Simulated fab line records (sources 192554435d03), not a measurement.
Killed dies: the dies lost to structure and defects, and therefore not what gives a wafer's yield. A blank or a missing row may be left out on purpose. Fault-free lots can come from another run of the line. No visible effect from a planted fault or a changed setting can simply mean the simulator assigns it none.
Split-lot study -- flow n5-finfet -- 7 lots, 21 wafers read, on a route of 1938 steps

SPLIT DETAILS
At N5_BEOL_M2_ETCH_69 (etches SiARC in CF4, target depth 15.6 nm, time 26 s), the setting bias-w was moved away from the recipe's 36 W on 3 of the 21 wafers read, by -11.3% to +11.5%. This setting was run at the recipe's value on the other wafers.

The split's own step is where the reading is taken.

THE READING
rf-vpp-V, in V, at N5_BEOL_M2_ETCH_69 (etches SiARC in CF4, target depth 15.6 nm, time 26 s). On this fab line, fault-free wafers typically give 184.5 V with a standard deviation of 1.1 V.

wafer,"tool, chamber at the split","bias-w as run, W",against the recipe,"rf-vpp-V, V",against lot-mates on the recipe
L077.1,"rie-diel-05, 3",31.95,-11.3%,172.1,-12.2
L077.2,"rie-diel-05, 2",36,recipe,183.9,-
L077.5,"rie-diel-05, 3",36,recipe,184.7,-
L078.1,"rie-diel-04, 1",36,recipe,183.4,-
L078.2,"rie-diel-04, 2",36,recipe,182.6,-
L078.4,"rie-diel-04, 0",36,recipe,182.8,-
L079.2,"rie-diel-05, 0",38.94,+8.2%,195.6,+11.2
L079.5,"rie-diel-05, 3",36,recipe,184.6,-
L079.6,"rie-diel-05, 2",36,recipe,184.2,-
L080.3,"rie-diel-04, 2",36,recipe,184.0,-
L080.4,"rie-diel-04, 0",36,recipe,183.9,-
L080.6,"rie-diel-04, 0",36,recipe,184.0,-
L085.2,"rie-diel-05, 2",36,recipe,183.8,-
L085.5,"rie-diel-05, 3",36,recipe,186.0,-
L085.6,"rie-diel-05, 2",36,recipe,184.3,-
L092.3,"rie-diel-04, 2",36,recipe,183.8,-
L092.4,"rie-diel-04, 0",40.15,+11.5%,199.0,+14.7
L092.6,"rie-diel-04, 3",36,recipe,184.8,-
L094.2,"rie-diel-04, 3",36,recipe,184.5,-
L094.3,"rie-diel-04, 2",36,recipe,183.5,-
L094.6,"rie-diel-04, 2",36,recipe,182.6,-

FIT RESULTS
A straight line over all 21 wafers: rf-vpp-V changes by +1.23 V for each +1% of bias-w; r = +0.98; the points scatter about the line by 0.98 V.
The same after taking each lot's own level away (the mean of its wafers on the recipe; 21 wafers): +1.22 V for each +1%; r = +0.99; scatter 0.7 V.
The reading moves by 14 V for the largest change in bias-w, on that fit.
The span of the lots' own levels, 182.93 to 184.70 V, comes to 1.6 times the standard deviation stated above.
Consequently the slope shifts little with the lot-to-lot level, the two slopes agreeing.
Check: +13.8 V against its lot-mates is what the line predicts for one of the wafers moved furthest among these (+11.5%) when that wafer is left out of the fit. It came out at +14.7 V against them.
Tool readings at the split's step, against how far the setting was moved: rf-vpp-V r = +0.98.

OTHER SPLITS APPLIED TO THESE WAFERS
Note: prior to the reading, these wafers also went through further splits. Each is held against what the fit with the lots' levels taken away leaves over:
other split on the same wafers,wafers away from the commonest value,r with rf-vpp-V (lot level and that fit taken away)
N5_BEOL_M1_DESCUM_33 time-s,8,-0.06
N5_BEOL_M1_TRENCH_ETCH_37 time-s,10,-0.13
N5_BEOL_M2_COAT_76 spin-rpm,9,-0.50
N5_BEOL_M2_COAT_22 spin-rpm,6,-0.12

FILE'S OWN FIT
rf-vpp-V changes by +1.22 V for each +1% of bias-w, r = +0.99.
